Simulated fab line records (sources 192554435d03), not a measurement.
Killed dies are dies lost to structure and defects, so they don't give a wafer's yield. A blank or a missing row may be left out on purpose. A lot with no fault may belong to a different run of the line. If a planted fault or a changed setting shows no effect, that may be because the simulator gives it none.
Which of the tools did it? | flow n5 finfet | 8 lots, 24 wafers sampled, at 8 steps of a route of 1938

== WHAT THE GAUGES SHOWED, per wafer ==
N5_FIN_SAQP_CD_MEAS_27: the cd target is 20 nm.
lot  | measured    | on        | cd nm (nm)
L257 | day 2 00:36 | cd sem-02 | 20.51 20.50 20.32
L260 | day 2 18:56 | cd sem-03 | 20.55 19.76 20.20
L267 | day 4 14:25 | cd sem-03 | 20.16 20.52 20.59
L268 | day 4 21:07 | cd sem-03 | 20.43 20.45 20.47
L271 | day 5 13:02 | cd sem-03 | 20.23 20.12 20.17
L273 | day 6 00:30 | cd sem-03 | 20.04 20.25 19.77
L274 | day 6 06:25 | cd sem-03 | 19.85 20.11 20.07
L276 | day 6 17:43 | cd sem-03 | 20.43 20.48 20.16

N5_FIN_SAQP_INSPECT_40: inspects for defects (brightfield).
lot  | measured    | on                | raw defect count
L257 | day 2 03:01 | defect inspect-02 | 219 452 565
L260 | day 2 21:17 | defect inspect-01 | 225 219 205
L267 | day 4 20:26 | defect inspect-02 | 192 767 237
L268 | day 5 03:22 | defect inspect-02 | 203 753 724
L271 | day 5 15:34 | defect inspect-02 | 246 261 108
L273 | day 6 03:05 | defect inspect-02 | 192 192 164
L274 | day 6 08:34 | defect inspect-01 | 293 303 322
L276 | day 6 20:12 | defect inspect-01 | 205 178 258

N5_FIN_CUT_INSPECT_10: inspects for defects (brightfield).
lot  | measured    | on                | raw defect count
L257 | day 2 03:24 | defect inspect-01 | 56 81 106
L260 | day 2 21:40 | defect inspect-01 | 42 44 38
L267 | day 4 20:57 | defect inspect-02 | 32 628 43
L268 | day 5 03:52 | defect inspect-01 | 34 598 618
L271 | day 5 15:58 | defect inspect-02 | 40 51 30
L273 | day 6 03:37 | defect inspect-01 | 48 51 36
L274 | day 6 08:57 | defect inspect-02 | 48 52 54
L276 | day 6 20:36 | defect inspect-01 | 37 35 47

N5_FIN_CUT_INSPECT_17: inspects for defects (brightfield).
lot  | measured    | on                | raw defect count
L257 | day 2 04:27 | defect inspect-01 | 244 524 619
L260 | day 3 00:00 | defect inspect-01 | 225 234 199
L267 | day 4 21:55 | defect inspect-01 | 217 787 263
L268 | day 5 04:49 | defect inspect-02 | 208 772 743
L271 | day 5 16:54 | defect inspect-01 | 288 298 124
L273 | day 6 04:40 | defect inspect-01 | 233 208 184
L274 | day 6 09:54 | defect inspect-02 | 265 270 278
L276 | day 6 21:32 | defect inspect-01 | 223 180 268

N5_BEOL_M4_RC_MEAS_101.
lot  | measured     | on        | DIBL_N (mV/V)  | DIBL_P (mV/V)  | IOFF_N (nA/um) | IOFF_P (nA/um) | ION_N (uA/um) | ION_P (uA/um) | SS_N (mV/dec)  | SS_P (mV/dec)  | VT_N (mV)   | VT_P (mV)
L257 | day 8 01:31  | prober-01 | 35.5 36.4 35.7 | 35.5 36.6 34.9 | 0.14 0.15 0.14 | 0.18 0.20 0.18 | 657 674 666   | 448 464 456   | 71.7 71.3 70.9 | 72.8 73.2 73.1 | 253 254 250 | -254 -251 -251
L260 | day 8 14:13  | prober-02 | 32.8 35.9 34.4 | 32.8 35.1 32.9 | 0.12 0.16 0.14 | 0.17 0.20 0.17 | 660 663 652   | 454 454 446   | 70.6 71.8 71.6 | 72.8 72.8 72.2 | 255 250 252 | -252 -252 -251
L267 | day 11 08:37 | prober-01 | 38.3 40.4 38.5 | 37.3 39.3 36.5 | 0.18 0.24 0.20 | 0.23 0.27 0.22 | 684 692 680   | 461 472 458   | 72.0 72.4 72.6 | 73.8 74.3 74.3 | 250 246 248 | -252 -249 -250
L268 | day 10 15:55 | prober-01 | 36.1 34.8 35.1 | 35.3 34.0 34.4 | 0.15 0.13 0.14 | 0.22 0.19 0.19 | 668 656 665   | 466 457 459   | 71.4 70.9 71.9 | 72.6 71.8 72.7 | 250 253 252 | -246 -252 -249
L271 | day 11 09:52 | prober-01 | 38.3 38.2 35.9 | 38.9 39.0 36.5 | 0.21 0.21 0.16 | 0.27 0.26 0.21 | 691 691 681   | 467 470 467   | 71.7 71.4 71.6 | 74.6 74.2 72.9 | 247 246 251 | -247 -248 -250
L273 | day 11 13:01 | prober-01 | 36.7 37.6 36.9 | 36.8 36.9 36.5 | 0.14 0.18 0.15 | 0.19 0.19 0.18 | 664 671 660   | 454 455 456   | 71.6 72.4 71.9 | 73.0 72.8 72.7 | 251 248 252 | -253 -251 -252
L274 | day 12 06:56 | prober-02 | 38.5 35.0 32.8 | 38.0 34.8 32.0 | 0.19 0.13 0.11 | 0.24 0.20 0.16 | 676 654 660   | 466 458 455   | 71.9 71.2 70.6 | 73.7 72.8 72.6 | 248 252 253 | -249 -252 -255
L276 | day 12 21:56 | prober-01 | 37.1 36.4 38.0 | 37.7 35.5 38.3 | 0.17 0.15 0.21 | 0.27 0.22 0.28 | 679 668 702   | 465 461 472   | 72.8 71.0 73.2 | 73.5 73.3 74.1 | 248 252 244 | -245 -245 -245

== TOOL THAT RAN EACH LOT (tool first, then ch and the chambers of the sampled wafers, then the start) ==
lot  | N5_FIN_SAQP_RECESS_75             | N5_FIN_SAQP_STRIP_70              | N5_FIN_SAQP_HM_OPEN_33
L257 | vapor etch-01 ch 0,1, day 1 22:25 | rie diel-02 ch 0,1,2, day 2 01:25 | rie diel-02 ch 0,1,2, day 2 02:28
L260 | vapor etch-01 ch 0,1, day 2 17:46 | rie diel-04 ch 1,2,3, day 2 19:58 | rie diel-02 ch 1,2, day 2 20:44
L267 | vapor etch-01 ch 0,1, day 4 11:45 | rie diel-02 ch 1,2,3, day 4 15:13 | rie diel-02 ch 0,3, day 4 19:54
L268 | vapor etch-01 ch 0,1, day 4 18:06 | rie diel-02 ch 1,2,3, day 4 22:10 | rie diel-04 ch 0,2, day 5 02:49
L271 | vapor etch-02 ch 0,1, day 5 11:40 | rie diel-05 ch 0,2,3, day 5 14:02 | rie diel-05 ch 0,1,3, day 5 15:02
L273 | vapor etch-02 ch 0,1, day 5 23:11 | rie diel-05 ch 0,1, day 6 01:19   | rie diel-04 ch 0,1,2, day 6 02:34
L274 | vapor etch-02 ch 0,1, day 6 05:08 | rie diel-04 ch 1,2,3, day 6 07:14 | rie diel-05 ch 0,2, day 6 08:01
L276 | vapor etch-02 ch 0,1, day 6 16:25 | rie diel-05 ch 0,1,2, day 6 18:32 | rie diel-04 ch 0,1,2, day 6 19:40
- N5_FIN_SAQP_RECESS_75: chemistry HF/NH3, target SiO2, target depth 14.4 nm, afs cycles 3, sublimation time 60 s.
- N5_FIN_SAQP_STRIP_70: strips in N2/H2.
- N5_FIN_SAQP_HM_OPEN_33: chemistry CH3F/O2, target SiNx, target depth 49.4 nm, time 70.6 s.

== AS READ BY THE TOOLS THEMSELVES (means over the sampled wafers that have a number; for cases with no such wafer, the mark the record gives instead) ==
N5_FIN_SAQP_RECESS_75.
lot  | tool          | drypump motor current A (A)
L257 | vapor etch-01 | 5.9
L260 | vapor etch-01 | 5.9
L267 | vapor etch-01 | 5.8
L268 | vapor etch-01 | 6.1
L271 | vapor etch-02 | 5.5
L273 | vapor etch-02 | 5.5
L274 | vapor etch-02 | 5.3
L276 | vapor etch-02 | 5.5

N5_FIN_SAQP_STRIP_70.
lot  | tool        | bias power w (W) | drypump motor current A (A) | oes product au (a.u.) | rf vpp V (V) | showerhead plenum p Torr (Torr) | throttle valve pct (%)
L257 | rie diel-02 | 27.99            | 5.5                         | 0.72                  | 122.0        | 3.40                            | 19.1
L260 | rie diel-04 | 27.98            | 5.2                         | 0.72                  | 121.0        | 3.33                            | 18.9
L267 | rie diel-02 | 28.02            | 5.4                         | 0.89                  | 122.2        | 3.45                            | 18.6
L268 | rie diel-02 | 27.98            | 5.4                         | 0.88                  | 122.8        | 3.45                            | 18.6
L271 | rie diel-05 | 28.00            | 5.5                         | 0.76                  | 122.2        | 3.36                            | 18.8
L273 | rie diel-05 | 28.00            | 5.4                         | 0.78                  | 121.3        | 3.28                            | 18.9
L274 | rie diel-04 | 28.06            | 5.2                         | 0.78                  | 121.7        | 3.31                            | 18.8
L276 | rie diel-05 | 27.98            | 5.5                         | 0.76                  | 121.9        | 3.37                            | 18.9

N5_FIN_SAQP_HM_OPEN_33.
lot  | tool        | O2_flow_sccm (sccm) | drypump motor current A (A) | etch rf on time s (s) | oes product au (a.u.) | rf vpp V (V) | showerhead plenum p Torr (Torr) | throttle valve pct (%)
L257 | rie diel-02 | 20.03               | 5.5                         | 69.2                  | 0.62                  | 295          | 2.03                            | 16.40
L260 | rie diel-02 | 20.02               | 5.6                         | 69.0                  | 0.62                  | 291          | 2.07                            | 16.45
L267 | rie diel-02 | 19.97               | 5.4                         | 69.3                  | 0.76                  | 298          | 2.00                            | 16.22
L268 | rie diel-04 | 20.00               | 5.5                         | 69.7                  | 0.67                  | 297          | 1.93                            | 16.35
L271 | rie diel-05 | 20.01               | 5.4                         | 70.6                  | 0.65                  | 298          | 1.94                            | 16.31
L273 | rie diel-04 | 19.96               | 5.3                         | 70.3                  | 0.67                  | 297          | 1.98                            | 16.40
L274 | rie diel-05 | 20.02               | 5.3                         | 69.3                  | 0.68                  | 298          | 2.03                            | 15.99
L276 | rie diel-04 | 20.02               | 5.3                         | 69.1                  | 0.66                  | 296          | 1.98                            | 16.42

== THE ANSWER, worked out from the rows above alone ==
Rule: the lots themselves supply what counts as usual. The widest of any qualifying gaps counts: lots, ordered by their means at a reading, are off when they make up no more than a third of the lots, leave a main group of 4 or more, and stand apart from it by 3 or more times the standard deviation of that group's means. The tables above print the reading to a certain number of digits; a main group whose means all agree to those digits is not used. A lot without any number at a reading at which 4 lots or more have one is off too. Any other lot the step has rows for is counted as sound. Order of review: gauges by route order, followed by the tools' own readings, for which a lot's mean as printed above is used. The first step at which some lot is off is used, and at that step the reading that is off furthest; a lot without a number counts as furthest.
Off at N5_FIN_CUT_INSPECT_10 (raw defect count): L267, L268. For the main group the mean is 50 and the standard deviation 15.
If a tool, at a process step before that reading, ran all the lots that are off and no sound lot after the first of them, it fits. The gauges at N5_FIN_CUT_INSPECT_10 aren't tried: what is off there is off at N5_FIN_SAQP_STRIP_70 too, on other tools, and a gauge's error can't cause that. This does not decide it: 2 tools fit, namely vapor etch-01 at N5_FIN_SAQP_RECESS_75 and rie diel-02 at N5_FIN_SAQP_STRIP_70.

== WHAT THE SIMULATOR HAD INSERTED ==
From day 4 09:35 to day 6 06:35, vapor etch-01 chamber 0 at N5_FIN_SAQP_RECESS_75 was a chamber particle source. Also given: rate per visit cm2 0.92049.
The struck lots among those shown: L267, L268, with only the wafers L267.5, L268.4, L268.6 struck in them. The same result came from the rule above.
